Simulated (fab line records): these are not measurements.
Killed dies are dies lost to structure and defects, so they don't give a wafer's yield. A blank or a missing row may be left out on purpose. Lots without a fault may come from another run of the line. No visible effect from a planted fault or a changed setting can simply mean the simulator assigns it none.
Chamber matching	flow n5_finfet	N5_BEOL_M9_ETCH_61 on rie_diel-06 has 4 sister chambers
The step etches SiARC in CF4, target depth 39 nm, time 65 s. 8 wafers are shown with their chamber, then 12 later ones without.

== WAFERS WITH THEIR CHAMBER ==
wafer	chamber	drypump_motor_current_A (A)	throttle_valve_pct (%)
L085.3	1	5.9	15.95
L085.4	1	6.0	15.95
L089.4	0	5.3	15.55
L091.1	2	5.0	15.47
L091.6	3	4.9	15.87
L090.2	2	5.0	15.47
L090.4	3	4.9	15.87
L090.5	0	5.3	15.54

== WAFERS WITHOUT THEIR CHAMBER ==
wafer	drypump_motor_current_A (A)	throttle_valve_pct (%)
L094.2	5.0	15.48
L094.3	5.4	15.51
L094.5	5.0	15.47
L095.4	5.9	15.48
L095.5	6.0	15.48
L095.6	5.3	15.57
L096.4	5.3	15.55
L096.5	5.9	15.47
L096.6	5.0	15.49
L097.1	5.3	15.57
L097.4	5.0	15.51
L097.5	5.4	15.57

== EACH ONE'S CHAMBER ==
wafer	from the rows above	in truth
L094.2	2	2
L094.3	0	0
L094.5	2	2
L095.4	can't be placed: 0 or 2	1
L095.5	can't be placed: 0 or 2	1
L095.6	0	0
L096.4	0	0
L096.5	can't be placed: 2 or 0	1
L096.6	2	2
L097.1	0	0
L097.4	can't be placed: 2 or 0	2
L097.5	0	0
Correct placement for 8 of the 12. From these rows, 4 cannot be placed; in 1 the true chamber is one of the candidates. 0 placed wrongly.
How it was worked out, from the rows above alone: a wafer's distance from a chamber is the root of the sum, over the readings, of the square of ((its reading less the chamber's mean) divided by the reading's scatter). If the next closest chamber is less than 2 further off than the closest, the wafer can't be placed; otherwise it belongs to the closest. For every chamber, the mean is computed from those of its wafers that are shown. The scatter: take each reading less its chamber's mean, square it, sum over the shown wafers, divide by the number of wafers less the number of chambers, and take the root.
